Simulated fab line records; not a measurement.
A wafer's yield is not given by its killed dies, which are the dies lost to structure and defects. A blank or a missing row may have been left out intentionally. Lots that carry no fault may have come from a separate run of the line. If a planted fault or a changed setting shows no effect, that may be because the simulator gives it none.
fab line records | flow nand-harc
record: lots: 6 | wafers: 18 | last-day: 24
route steps=1159 shown P_M1@313 P_M2@318
lots that met no fault: taken from a fault-free run of the same line
start-h: hours from the record's opening day to when the first of the lot's shown wafers began | wait-h: hours from the lot's prior step to this one | " identical to the entry in the row above | L1.1+2: a row that stands for several wafers | - value missing, or start not given | * or withheld: withheld | < > ~ a bound
route shown NAME@n: names a module that has steps shown in the file, with the first one's number in the route | usual: mean and standard deviation over wafers with no fault | same: alike in all rows | chamber/n: place in a boat | sites: each site's reading | _std_site: the values' standard deviation | _edge_site: inner sites' mean taken away from outer sites' mean | radius-mm: for every site, how far away it sits from the centre of the wafer | mask NAME#n: copy n | behind: the tool/chamber that last shaped the wafer | hold: reason for holding the lot/hours on hold/outcome of the hold | device: the n, p or np transistor that did not switch | end of line: at the end of the route, the tests of the same wafers | where a step has no rows: the recipe by itself | killed: dies lost to structure and defects at the first sort, not the wafer's yield | map: shows each die of a wafer: x if killed, . if not, _ if none is there
set.NAME: the setting that was run; set.NAME@STEP: the one run at that earlier step | model.NAME: the simulator's own value behind a step, which no gauge read
lots at some steps of the route; a table a step, a row a wafer
services: a tool's chamber out of use, with start hour (start-h, from the record's first day; less than 0 if before it), hours out, and reason
== steps ==
step: NHARC_P_M1_SRD_25
step: NHARC_P_M1_INSPECT_27
usual: raw-defect-count: 302/90
lot.wafer | tool              | chamber | start-h | wait-h | raw-defect-count
L477.2    | defect-inspect-01 | -       | 146.78  | 0.0    | 371
L477.5    | "                 | -       | "       | "      | 267
L477.6    | "                 | -       | "       | "      | 245
L480.2    | defect-inspect-02 | -       | 161.40  | 0.0    | 475
L480.4    | "                 | -       | "       | "      | 343
L480.5    | "                 | -       | "       | "      | 300
L485.2    | defect-inspect-02 | -       | 202.10  | 0.0    | 232
L485.4    | "                 | -       | "       | "      | 216
L485.6    | "                 | -       | "       | "      | 352
L486.2    | defect-inspect-02 | -       | 202.78  | 0.0    | 402
L486.3    | "                 | -       | "       | "      | 408
L486.4    | "                 | -       | "       | "      | 334
L488.3    | defect-inspect-02 | -       | 225.49  | 0.0    | 173
L488.4    | "                 | -       | "       | "      | 195
L488.5    | "                 | -       | "       | "      | 271
L495.4    | defect-inspect-02 | -       | 254.73  | 0.0    | 301
L495.5    | "                 | -       | "       | "      | 225
L495.6    | "                 | -       | "       | "      | 311
step: NHARC_P_M1_PRE_CLEAN_32
recipe: time-s: 12 | temp-c: 370 | rf-power-w: 300 | gas: NH3
usual: heater-power-w: 636/76
lot.wafer | tool     | chamber | start-h | wait-h | heater-power-w
L477.2    | pecvd-02 | 1       | 146.88  | 0.1    | 524
L477.5    | "        | 2       | "       | "      | 661
L477.6    | "        | 1       | "       | "      | 518
L480.2    | pecvd-04 | 0       | 161.49  | 0.1    | 596
L480.5    | "        | 1       | "       | "      | 574
L480.4    | "        | 0       | "       | "      | 593
L485.2    | pecvd-02 | 1       | 202.25  | 0.1    | 500
L485.6    | "        | 1       | "       | "      | 513
L485.4    | "        | 2       | "       | "      | 698
L486.2    | pecvd-03 | 2       | 202.85  | 0.1    | 631
L486.3    | "        | 1       | "       | "      | 676
L486.4    | "        | 0       | "       | "      | 567
L488.3    | pecvd-02 | 2       | 225.57  | 0.1    | 736
L488.5    | "        | 1       | "       | "      | 533
L488.4    | "        | 0       | "       | "      | 654
L495.4    | pecvd-03 | 2       | 254.83  | 0.1    | 605
L495.6    | "        | 0       | "       | "      | 583
L495.5    | "        | 1       | "       | "      | 677
step: NHARC_P_M1_DEP_33
recipe: target-thk-a: 300 | temp-c: 370 | target-thk-nm: 30 | pressure-torr: 3 | flow-sccm: 200 | rf-w: 450 | material: SiCN
usual: heater-power-w: 578/71
lot.wafer | tool     | chamber | start-h | wait-h | heater-power-w
L477.2    | pecvd-02 | 1       | 147.02  | 0.1    | 508
L477.5    | "        | 2       | "       | "      | 600
L477.6    | "        | 1       | "       | "      | 515
L480.2    | pecvd-04 | 0       | 161.63  | 0.1    | 555
L480.5    | "        | 1       | "       | "      | 460
L480.4    | "        | 0       | "       | "      | 571
L485.2    | pecvd-02 | 1       | 202.33  | 0.1    | 505
L485.6    | "        | 1       | "       | "      | 500
L485.4    | "        | 2       | "       | "      | 634
L486.2    | pecvd-03 | 2       | 202.93  | 0.1    | 602
L486.3    | "        | 1       | "       | "      | 592
L486.4    | "        | 0       | "       | "      | 526
L488.3    | pecvd-02 | 2       | 225.68  | 0.1    | 623
L488.5    | "        | 1       | "       | "      | 529
L488.4    | "        | 0       | "       | "      | 591
L495.4    | pecvd-03 | 2       | 255.00  | 0.2    | 620
L495.6    | "        | 0       | "       | "      | 472
L495.5    | "        | 1       | "       | "      | 529
step: NHARC_P_M2_DEP_00
recipe: target-thk-a: 1825 | target-thk-nm: 182.5 | temp-c: withheld | pressure-torr: 5 | flow-sccm: 200 | rf-w: 600 | material: SiOC
step: NHARC_P_M2_DEHYDRATE_01
recipe: temp-c: 150 | time-s: 120
step: NHARC_P_M2_HMDS_02
recipe: time-s: 30
step: NHARC_P_M2_COAT_34
recipe: temp-c: 200 | time-s: 65
step: NHARC_P_M2_COAT_03
recipe: spin-rpm: 1500 | resist-thk-nm: 90
step: NHARC_P_M2_SOFTBAKE_04
recipe: temp-c: 105 | time-s: 55
step: NHARC_P_M2_EBR_05
step: NHARC_P_M2_EXPOSE_06
recipe: na: 1.35 | target-cd-nm: 170 | dose-mj: 80.78 | mask-id: P_M2
usual: exposure-dose-mJ-cm2: 80.73/0.076 | stage-vel-mm-s: 500.02/0.27
lot.wafer | tool            | chamber | start-h | wait-h | mask   | exposure-dose-mJ-cm2 | stage-vel-mm-s
L477.2    | arfi-scanner-01 | 0       | 147.90  | -      | P_M2#0 | 80.65                | 500.10
L477.5    | "               | 0       | "       | "      | P_M2#0 | 80.69                | 499.84
L477.6    | "               | 0       | "       | "      | P_M2#0 | 80.74                | 500.08
L480.2    | arfi-scanner-01 | 0       | 162.63  | -      | P_M2#0 | 80.74                | 500.02
L480.4    | "               | 0       | "       | "      | P_M2#0 | 80.75                | 500.48
L480.5    | "               | 0       | "       | "      | P_M2#0 | 80.86                | 499.67
L485.2    | arfi-scanner-01 | 0       | 203.29  | -      | P_M2#0 | 49.59                | 500.35
L485.4    | "               | 0       | "       | "      | P_M2#0 | 49.52                | 499.91
L485.6    | "               | 0       | "       | "      | P_M2#0 | 49.48                | 500.06
L486.2    | arfi-scanner-01 | 0       | 203.93  | -      | P_M2#0 | 55.76                | 499.90
L486.3    | "               | 0       | "       | "      | P_M2#0 | 55.76                | 500.00
L486.4    | "               | 0       | "       | "      | P_M2#0 | 55.69                | 499.80
L488.3    | arfi-scanner-03 | 0       | 226.73  | -      | P_M2#0 | 80.69                | 500.16
L488.4    | "               | 0       | "       | "      | P_M2#0 | 80.53                | 500.27
L488.5    | "               | 0       | "       | "      | P_M2#0 | 80.73                | 500.24
L495.4    | arfi-scanner-03 | 0       | 256.33  | -      | P_M2#0 | 80.73                | 499.69
L495.5    | "               | 0       | "       | "      | P_M2#0 | 80.64                | 499.60
L495.6    | "               | 0       | "       | "      | P_M2#0 | 80.61                | 499.54
step: NHARC_P_M2_PEB_07
recipe: peb-temp-c: 100 | peb-time-s: 65
step: NHARC_P_M2_DEVELOP_08
recipe: develop-time-s: 35 | dev-temp-c: 23
step: NHARC_P_M2_CD_MEAS_09
recipe: target-cd-nm: 170 | landing-energy-ev: 500
usual: cd-nm: 169.7/0.8
lot.wafer | tool      | chamber | start-h | wait-h | cd-nm
L477.2    | cd-sem-02 | 0       | 148.03  | -      | 169.5
L477.5    | "         | 0       | "       | "      | 170.0
L477.6    | "         | 0       | "       | "      | 168.5
L480.2    | cd-sem-03 | 0       | 162.77  | -      | 170.0
L480.4    | "         | 0       | "       | "      | 170.8
L480.5    | "         | 0       | "       | "      | 171.9
L485.2    | cd-sem-02 | 0       | 203.43  | -      | 140.8
L485.4    | "         | 0       | "       | "      | 140.7
L485.6    | "         | 0       | "       | "      | 140.3
L486.2    | cd-sem-03 | 0       | 204.07  | -      | 148.2
L486.3    | "         | 0       | "       | "      | 149.5
L486.4    | "         | 0       | "       | "      | 147.8
L488.3    | cd-sem-03 | 0       | 226.87  | -      | 168.2
L488.4    | "         | 0       | "       | "      | 169.7
L488.5    | "         | 0       | "       | "      | 168.6
L495.4    | cd-sem-01 | 0       | 256.46  | -      | 169.6
L495.5    | "         | 0       | "       | "      | 169.5
L495.6    | "         | 0       | "       | "      | 169.5
step: NHARC_P_M2_OVL_MEAS_10
recipe: pitch-nm: 340
usual: overlay-x-nm: 0.0/0.81 | overlay-y-nm: 0.0/0.98
lot.wafer | tool       | chamber | start-h | wait-h | overlay-x-nm | overlay-y-nm
L477.2    | overlay-02 | -       | 148.12  | -      | -0.2         | 0.6
L477.5    | "          | -       | "       | "      | -0.1         | 0.4
L477.6    | "          | -       | "       | "      | -0.1         | 0.2
L480.2    | overlay-01 | -       | 162.85  | -      | -1.1         | -0.2
L480.4    | "          | -       | "       | "      | -0.5         | 0.3
L480.5    | "          | -       | "       | "      | -1.1         | -0.4
L485.2    | overlay-01 | -       | 203.51  | -      | 0.2          | 0.7
L485.4    | "          | -       | "       | "      | 0.9          | 0.6
L485.6    | "          | -       | "       | "      | 0.3          | 0.5
L486.2    | overlay-02 | -       | 204.16  | -      | 0.3          | 0.6
L486.3    | "          | -       | "       | "      | -0.5         | 0.4
L486.4    | "          | -       | "       | "      | -0.1         | 1.1
L488.3    | overlay-02 | -       | 226.95  | -      | 0.2          | -0.2
L488.4    | "          | -       | "       | "      | -0.6         | 0.4
L488.5    | "          | -       | "       | "      | -0.6         | 0.8
L495.4    | overlay-02 | -       | 256.55  | -      | -2.1         | 0.7
L495.5    | "          | -       | "       | "      | -1.0         | 0.0
L495.6    | "          | -       | "       | "      | -1.5         | 0.2
step: NHARC_P_M2_INSPECT_11
usual: raw-defect-count: 4.4/2.6
lot.wafer | tool              | chamber | start-h | wait-h | raw-defect-count
L477.2    | defect-inspect-01 | -       | 148.16  | 0.0    | 6
L477.5    | "                 | -       | "       | "      | 4
L477.6    | "                 | -       | "       | "      | 3
L480.2    | defect-inspect-02 | -       | 162.89  | 0.0    | 3
L480.4    | "                 | -       | "       | "      | 3
L480.5    | "                 | -       | "       | "      | 4
L485.2    | defect-inspect-01 | -       | 203.55  | 0.0    | 4
L485.4    | "                 | -       | "       | "      | 2
L485.6    | "                 | -       | "       | "      | 7
L486.2    | defect-inspect-02 | -       | 204.19  | 0.0    | 6
L486.3    | "                 | -       | "       | "      | 13
L486.4    | "                 | -       | "       | "      | 6
L488.3    | defect-inspect-02 | -       | 226.99  | 0.0    | 3
L488.4    | "                 | -       | "       | "      | 2
L488.5    | "                 | -       | "       | "      | 2
L495.4    | defect-inspect-02 | -       | 256.58  | 0.0    | 5
L495.5    | "                 | -       | "       | "      | 1
L495.6    | "                 | -       | "       | "      | 5
step: NHARC_P_M2_DESCUM_14
recipe: time-s: 3 | o2-flow-sccm: 200 | ar-flow-sccm: 0 | bias-power-w: 0 | chemistry: O2
usual: drypump-motor-current-A: 6.1/0.45 | oes-product-au: 0.997/0.0086 | rf-vpp-V: 57.5/0.89 | showerhead-plenum-p-Torr: 1.88/0.067 | throttle-valve-pct: 11.311/0.0083
lot.wafer | tool        | chamber | start-h | wait-h | drypump-motor-current-A | oes-product-au | rf-hours-counter-h | rf-vpp-V | showerhead-plenum-p-Torr | throttle-valve-pct | model.P_M2.cd-nm
L477.2    | rie-diel-06 | 2       | 148.22  | 0.1    | 6.5                     | 1.006          | 3                  | 58.0     | 1.83                     | 11.308             | 167.8
L477.5    | "           | 1       | "       | "      | 6.3                     | 1.001          | -                  | 57.6     | 1.89                     | 11.298             | 169.3
L477.6    | "           | 2       | "       | "      | 6.5                     | 0.995          | -                  | 58.8     | 1.83                     | 11.313             | 167.8
L480.2    | rie-diel-06 | 2       | 162.95  | 0.1    | 6.5                     | 0.982          | 3                  | 56.6     | 1.83                     | 11.306             | 169.5
L480.4    | "           | 0       | "       | "      | 5.8                     | 0.976          | 3                  | 57.7     | 1.95                     | 11.311             | 170.7
L480.5    | "           | 3       | "       | "      | 6.5                     | 0.993          | -                  | 57.5     | 1.81                     | 11.321             | 172.4
L485.2    | rie-diel-06 | 1       | 203.62  | 0.1    | 6.3                     | 1.004          | 5                  | 58.1     | 1.89                     | 11.317             | 140
L485.4    | "           | 2       | "       | "      | 6.5                     | 0.999          | 5                  | 58.7     | 1.83                     | 11.311             | 139.6
L485.6    | "           | 1       | "       | "      | 6.3                     | 0.992          | -                  | 57.1     | 1.89                     | 11.295             | 140
L486.4    | rie-diel-04 | 3       | 204.25  | 0.1    | 6.5                     | 0.993          | 21                 | 56.7     | 2.00                     | 11.302             | 147.3
L486.2    | "           | 1       | "       | "      | 5.7                     | 1.009          | 21                 | 57.9     | 1.97                     | 11.312             | 147.8
L486.3    | "           | 2       | "       | "      | 5.7                     | 1.009          | 21                 | 58.0     | 1.86                     | 11.313             | 149.3
L488.4    | rie-diel-06 | 2       | 227.04  | 0.1    | 6.6                     | 0.983          | 6                  | 57.7     | 1.83                     | 11.299             | 168.9
L488.3    | "           | 3       | "       | "      | 6.5                     | 0.989          | 6                  | 59.0     | 1.81                     | 11.328             | 168.4
L488.5    | "           | 3       | "       | "      | 6.5                     | 0.990          | -                  | 58.6     | 1.81                     | 11.303             | 168.8
L495.4    | rie-diel-06 | 3       | 256.65  | 0.1    | 6.5                     | 0.977          | 0                  | 57.5     | 1.81                     | 11.312             | 169
L495.5    | "           | 2       | "       | "      | 6.5                     | 0.986          | -                  | 55.3     | 1.83                     | 11.322             | 169.6
L495.6    | "           | 3       | "       | "      | 6.5                     | 0.974          | -                  | 57.9     | 1.81                     | 11.312             | 169.1
step: NHARC_P_M2_ETCH_35
recipe: target-depth-a: 400 | overetch-a: 120 | time-s: 43.94 | ion-energy-ev: 200 | n2-flow-sccm: 150 | h2-flow-sccm: 150 | ar-flow-sccm: 0 | rf-w: 400 | bias-w: 150 | chemistry: N2/H2
usual: drypump-motor-current-A: 6.1/0.47 | oes-product-au: 0.997/0.0076 | rf-vpp-V: 429.8/2.2 | showerhead-plenum-p-Torr: 2.01/0.074 | throttle-valve-pct: 14.171/0.0088
lot.wafer | tool        | chamber | start-h | wait-h | drypump-motor-current-A | oes-product-au | rf-hours-counter-h | rf-vpp-V | showerhead-plenum-p-Torr | throttle-valve-pct
L477.2    | rie-diel-06 | 1       | 148.30  | 0.1    | 6.3                     | 0.997          | 3                  | 429.7    | 2.02                     | 14.170
L477.6    | "           | 1       | "       | "      | 6.3                     | 1.005          | -                  | 430.0    | 2.02                     | 14.165
L477.5    | "           | 2       | "       | "      | 6.6                     | 1.003          | -                  | 427.8    | 1.95                     | 14.183
L480.4    | rie-diel-06 | 1       | 163.03  | 0.1    | 6.3                     | 1.002          | 3                  | 430.1    | 2.02                     | 14.170
L480.2    | "           | 3       | "       | "      | 6.5                     | 1.001          | 3                  | 427.2    | 1.93                     | 14.164
L480.5    | "           | 1       | "       | "      | 6.3                     | 0.995          | -                  | 430.0    | 2.02                     | 14.164
L485.4    | rie-diel-06 | 2       | 203.70  | 0.1    | 6.5                     | 0.995          | 5                  | 427.2    | 1.95                     | 14.168
L485.2    | "           | 1       | "       | "      | 6.3                     | 0.999          | 5                  | 427.9    | 2.01                     | 14.160
L485.6    | "           | 2       | "       | "      | 6.4                     | 0.983          | -                  | 429.7    | 1.95                     | 14.170
L486.3    | rie-diel-04 | 0       | 204.34  | 0.1    | 4.8                     | 0.989          | 19                 | 428.5    | 1.92                     | 14.169
L486.2    | "           | 1       | "       | "      | 5.7                     | 1.008          | 21                 | 432.4    | 2.10                     | 14.162
L486.4    | "           | 2       | "       | "      | 5.8                     | 1.005          | 21                 | 428.7    | 1.98                     | 14.158
L488.3    | rie-diel-06 | 3       | 227.13  | 0.1    | 6.5                     | 0.989          | 6                  | 426.5    | 1.93                     | 14.186
L488.4    | "           | 2       | "       | "      | 6.5                     | 0.992          | 6                  | 427.3    | 1.95                     | 14.173
L488.5    | "           | 3       | "       | "      | 6.5                     | 0.978          | -                  | 427.4    | 1.93                     | 14.153
L495.4    | rie-diel-06 | 0       | 256.75  | 0.1    | 5.9                     | 0.993          | 0                  | 431.9    | 2.08                     | 14.190
L495.6    | "           | 3       | "       | "      | 6.5                     | 0.985          | -                  | 426.6    | 1.93                     | 14.162
L495.5    | "           | 0       | "       | "      | 5.9                     | 1.000          | -                  | 431.2    | 2.08                     | 14.167
step: NHARC_P_M2_ETCH_15
recipe: target-depth-a: 1825 | time-s: 91.2 | c4f8-flow-sccm: withheld | ar-flow-sccm: 400 | rf-w: 600 | bias-w: 300 | chemistry: C4F8/Ar
usual: oes-product-au: 0.944/0.021 | rf-vpp-V: 440.0/2.2
lot.wafer | tool        | chamber | start-h | wait-h | oes-product-au | rf-hours-counter-h | rf-vpp-V
L477.2    | rie-diel-06 | 2       | -       | -      | 0.928          | 3                  | 437.2
L477.6    | "           | 0       | "       | "      | 0.919          | -                  | 440.7
L477.5    | "           | 1       | "       | "      | 0.918          | -                  | 439.9
L480.4    | rie-diel-06 | 0       | -       | -      | 0.963          | 3                  | 441.7
L480.2    | "           | 2       | "       | "      | 0.947          | 3                  | 437.2
L480.5    | "           | 3       | "       | "      | 0.959          | -                  | 437.5
L485.4    | rie-diel-06 | 2       | -       | -      | 0.960          | 5                  | 438.1
L485.2    | "           | 0       | "       | "      | 0.950          | 5                  | 441.0
L485.6    | "           | 2       | "       | "      | 0.961          | -                  | 437.9
L486.4    | rie-diel-04 | 0       | -       | -      | 0.911          | 19                 | 438.4
L486.2    | "           | 1       | "       | "      | 0.933          | 21                 | 442.9
L486.3    | "           | 2       | "       | "      | 0.936          | 21                 | 439.4
L488.3    | rie-diel-06 | 0       | -       | -      | 0.963          | 6                  | 441.2
L488.4    | "           | 2       | "       | "      | 0.961          | -                  | 438.4
L488.5    | "           | 1       | "       | "      | 0.973          | -                  | 438.8
L495.4    | rie-diel-06 | 2       | -       | -      | 0.941          | 0                  | 440.4
L495.5    | "           | 1       | "       | "      | 0.943          | -                  | 441.5
L495.6    | "           | 2       | "       | "      | 0.939          | -                  | 439.1
step: NHARC_P_M2_CD_MEAS_16
usual: cd-nm: 169.2/1.1
lot.wafer | tool      | chamber | start-h | wait-h | cd-nm
L477.2    | cd-sem-01 | -       | 148.52  | -      | 167.2
L477.5    | "         | -       | "       | "      | 169.6
L477.6    | "         | -       | "       | "      | 166.9
L480.2    | cd-sem-03 | -       | 163.25  | -      | 168.8
L480.4    | "         | -       | "       | "      | 170.5
L480.5    | "         | -       | "       | "      | 172.6
L485.2    | cd-sem-02 | -       | 203.92  | -      | 139.9
L485.4    | "         | -       | "       | "      | 139.9
L485.6    | "         | -       | "       | "      | 140.0
L486.2    | cd-sem-02 | -       | 204.56  | -      | 148.6
L486.3    | "         | -       | "       | "      | 148.4
L486.4    | "         | -       | "       | "      | 147.4
L488.3    | cd-sem-02 | -       | 227.37  | -      | 168.2
L488.4    | "         | -       | "       | "      | 168.9
L488.5    | "         | -       | "       | "      | 168.2
L495.4    | cd-sem-01 | -       | 256.97  | -      | 168.9
L495.5    | "         | -       | "       | "      | 170.2
L495.6    | "         | -       | "       | "      | 167.8
step: NHARC_P_M2_STRIP_18
recipe: power-w: 1000 | n2-flow-sccm: 150 | h2-flow-sccm: 150 | ar-flow-sccm: 0 | bias-w: 0 | chemistry: N2/H2
usual: drypump-motor-current-A: 6.1/0.49 | oes-product-au: 0.998/0.01 | rf-vpp-V: 90.6/0.95 | showerhead-plenum-p-Torr: 2.02/0.076 | throttle-valve-pct: 14.173/0.0083
lot.wafer | tool        | chamber | start-h | wait-h | drypump-motor-current-A | oes-product-au | rf-hours-counter-h | rf-vpp-V | showerhead-plenum-p-Torr | throttle-valve-pct
L477.2    | rie-diel-06 | 3       | 148.64  | 0.1    | 6.5                     | 0.995          | 3                  | 88.9     | 1.93                     | 14.172
L477.6    | "           | 2       | "       | "      | 6.5                     | 1.003          | -                  | 89.5     | 1.95                     | 14.160
L477.5    | "           | 3       | "       | "      | 6.5                     | 1.000          | -                  | 89.8     | 1.93                     | 14.179
L480.2    | rie-diel-07 | 1       | 163.36  | 0.1    | 5.6                     | 1.006          | 37                 | 91.3     | 2.10                     | 14.174
L480.4    | "           | 1       | "       | "      | 5.7                     | 1.025          | -                  | 90.1     | 2.10                     | 14.163
L480.5    | "           | 2       | "       | "      | 5.9                     | 1.027          | -                  | 90.6     | 2.05                     | 14.168
L485.2    | rie-diel-06 | 3       | 204.04  | 0.1    | 6.5                     | 0.996          | 5                  | 89.8     | 1.93                     | 14.170
L485.4    | "           | 0       | "       | "      | 5.8                     | 0.988          | 5                  | 89.4     | 2.08                     | 14.171
L485.6    | "           | 2       | "       | "      | 6.5                     | 0.980          | -                  | 88.3     | 1.95                     | 14.185
L486.2    | rie-diel-06 | 3       | 204.63  | 0.1    | 6.5                     | 1.003          | 5                  | 90.6     | 1.93                     | 14.173
L486.4    | "           | 0       | "       | "      | 5.8                     | 0.992          | 5                  | 90.9     | 2.08                     | 14.165
L486.3    | "           | 2       | "       | "      | 6.5                     | 1.000          | 5                  | 90.8     | 1.95                     | 14.190
L488.3    | rie-diel-06 | 0       | 227.44  | 0.1    | 5.8                     | 0.983          | 6                  | 91.5     | 2.08                     | 14.180
L488.4    | "           | 0       | "       | "      | 5.8                     | 0.987          | -                  | 91.3     | 2.08                     | 14.173
L488.5    | "           | 2       | "       | "      | 6.5                     | 0.992          | -                  | 89.6     | 1.95                     | 14.182
L495.4    | rie-diel-06 | 1       | 257.04  | 0.1    | 6.3                     | 0.993          | 0                  | 90.9     | 2.01                     | 14.183
L495.6    | "           | 1       | "       | "      | 6.3                     | 0.998          | -                  | 89.9     | 2.01                     | 14.169
L495.5    | "           | 2       | "       | "      | 6.5                     | 0.992          | -                  | 89.9     | 1.95                     | 14.168
step: NHARC_P_M2_ETCH_28
recipe: target-depth-a: 300 | over-etch-frac: 0.3 | time-s: 72.99 | ion-energy-ev: 150 | cf4-flow-sccm: 50 | n2-flow-sccm: 100 | ar-flow-sccm: 150 | rf-w: 300 | bias-w: 100 | chemistry: CF4/N2
usual: drypump-motor-current-A: 6.1/0.5 | oes-product-au: 0.999/0.0087 | rf-vpp-V: 313.8/1.8 | showerhead-plenum-p-Torr: 2.60/0.089 | throttle-valve-pct: 19.793/0.0093
lot.wafer | tool        | chamber | start-h | wait-h | drypump-motor-current-A | oes-product-au | rf-hours-counter-h | rf-vpp-V | showerhead-plenum-p-Torr | throttle-valve-pct | model.P_M2.cd-nm
L477.2    | rie-diel-06 | 0       | -       | -      | 5.9                     | 0.989          | 3                  | 315.7    | 2.68                     | 19.798             | 167.6
L477.6    | "           | 0       | "       | "      | 5.8                     | 0.986          | -                  | 314.4    | 2.68                     | 19.771             | 167.4
L477.5    | "           | 1       | "       | "      | 6.3                     | 1.004          | -                  | 314.9    | 2.60                     | 19.797             | 169.6
L480.2    | rie-diel-07 | 2       | -       | -      | 5.9                     | 1.017          | 40                 | 313.5    | 2.64                     | 19.784             | 168
L480.4    | "           | 1       | "       | "      | 5.7                     | 1.015          | 37                 | 316.8    | 2.70                     | 19.802             | 169.8
L480.5    | "           | 2       | "       | "      | 5.9                     | 1.020          | -                  | 316.3    | 2.64                     | 19.797             | 172.1
L485.2    | rie-diel-06 | 0       | -       | -      | 5.8                     | 0.994          | 5                  | 316.4    | 2.68                     | 19.792             | 140.4
L485.4    | "           | 1       | "       | "      | 6.3                     | 0.995          | 5                  | 315.3    | 2.60                     | 19.799             | 140.5
L485.6    | "           | 1       | "       | "      | 6.3                     | 1.001          | -                  | 313.0    | 2.60                     | 19.777             | 138.8
L486.4    | rie-diel-06 | 3       | -       | -      | 6.5                     | 1.001          | 5                  | 311.9    | 2.49                     | 19.793             | 147.4
L486.2    | "           | 0       | "       | "      | 5.8                     | 0.994          | 5                  | 313.9    | 2.68                     | 19.815             | 148.3
L486.3    | "           | 1       | "       | "      | 6.3                     | 1.003          | 5                  | 312.2    | 2.60                     | 19.793             | 147
L488.3    | rie-diel-06 | 0       | -       | -      | 5.9                     | 0.987          | 6                  | 315.9    | 2.68                     | 19.770             | 169.3
L488.5    | "           | 2       | "       | "      | 6.5                     | 0.999          | -                  | 313.0    | 2.52                     | 19.788             | 166.7
L488.4    | "           | 0       | "       | "      | 5.8                     | 0.990          | -                  | 315.9    | 2.68                     | 19.802             | 169.5
L495.4    | rie-diel-06 | 1       | -       | -      | 6.3                     | 0.986          | 0                  | 313.3    | 2.60                     | 19.797             | 169.2
L495.6    | "           | 1       | "       | "      | 6.3                     | 1.000          | -                  | 313.3    | 2.59                     | 19.789             | 168
L495.5    | "           | 2       | "       | "      | 6.5                     | 0.998          | -                  | 312.2    | 2.52                     | 19.792             | 169.7
step: NHARC_P_M2_STRIP_19
recipe: time-s: 600 | temp-c: 30 | chemistry: post-etch-residue-remover
== services ==
tool            | chamber | start-h | hours | kind
pecvd-02        | -       | 123.22  | 0.9   | repair
arfi-scanner-03 | -       | 140.00  | 4.0   | pm
rie-diel-06     | 0       | 146.70  | -     | clean
rie-diel-06     | 1       | 146.70  | -     | clean
rie-diel-06     | 2       | 146.70  | -     | clean
rie-diel-06     | 3       | 146.70  | -     | clean
pecvd-04        | 2       | 148.30  | 5.7   | repair
pecvd-02        | -       | 153.33  | 13.0  | pm
rie-diel-07     | 0       | 156.86  | 6.5   | repair
arfi-scanner-03 | -       | 158.15  | 4.4   | repair
rie-diel-06     | 0       | 171.20  | -     | clean
rie-diel-06     | 1       | 171.20  | -     | clean
rie-diel-06     | 2       | 171.20  | -     | clean
rie-diel-06     | 3       | 171.20  | -     | clean
rie-diel-04     | 0       | 177.00  | 7.6   | repair
pecvd-02        | -       | 178.66  | 1.9   | repair
pecvd-04        | -       | 195.41  | 13.0  | pm
arfi-scanner-01 | -       | 196.00  | 4.0   | pm
pecvd-02        | 1       | 197.67  | 1.8   | repair
rie-diel-06     | 0       | 211.48  | 4.1   | repair
rie-diel-07     | -       | 228.20  | 9.0   | pm
pecvd-03        | -       | 233.74  | 1.1   | repair
rie-diel-06     | -       | 241.20  | 9.0   | pm
arfi-scanner-03 | -       | 244.61  | 0.4   | repair
== key ==
first-sign: step: NHARC_P_M2_EXPOSE_06 | reading: exposure-dose-mJ-cm2 | direction: down | sigmas: 99+ | usual: 80.73 | struck: 52.63
effect: step: NHARC_P_M2_CD_MEAS_09 | reading: cd-nm | direction: down | sigmas: 31 | usual: 169.7 | struck: 144.5 | through: control-loop
effect: step: NHARC_P_M2_CD_MEAS_16 | reading: cd-nm | direction: down | sigmas: 22 | usual: 169.2 | struck: 144.0 | through: control-loop
model-effect: step: NHARC_P_M2_DESCUM_14 | value: P_M2.cd-nm | without: 169.1 | struck: 144
model-effect: step: NHARC_P_M2_ETCH_28 | value: P_M2.cd-nm | without: 168.8 | struck: 143.7
met-at NHARC_P_M2_EXPOSE_06
struck-wafers L485.2,L485.4,L485.6,L486.2,L486.3,L486.4
sort-left-out L485.2,L485.4,L485.6,L486.2,L486.3,L486.4
loop-trim: step: NHARC_P_M2_EXPOSE_06 | setting: dose | lots: L486
onset-between 162.63 203.29
fault: kind: process-parameter-drift | tool: arfi-scanner-01 | chamber: - | onset-h: 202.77 | steps: NHARC_P_M2_EXPOSE_06 | channel: dose-mj | offset: -31.204 | shape: step | acts-in: these-recipes-only | stated: 80.78
sort-left-out: the simulated sort isn't trusted on such a fault, so these wafers' sort isn't shown, and their yield isn't known
loop-trim: a control loop set the setting to another value than it would have without faults
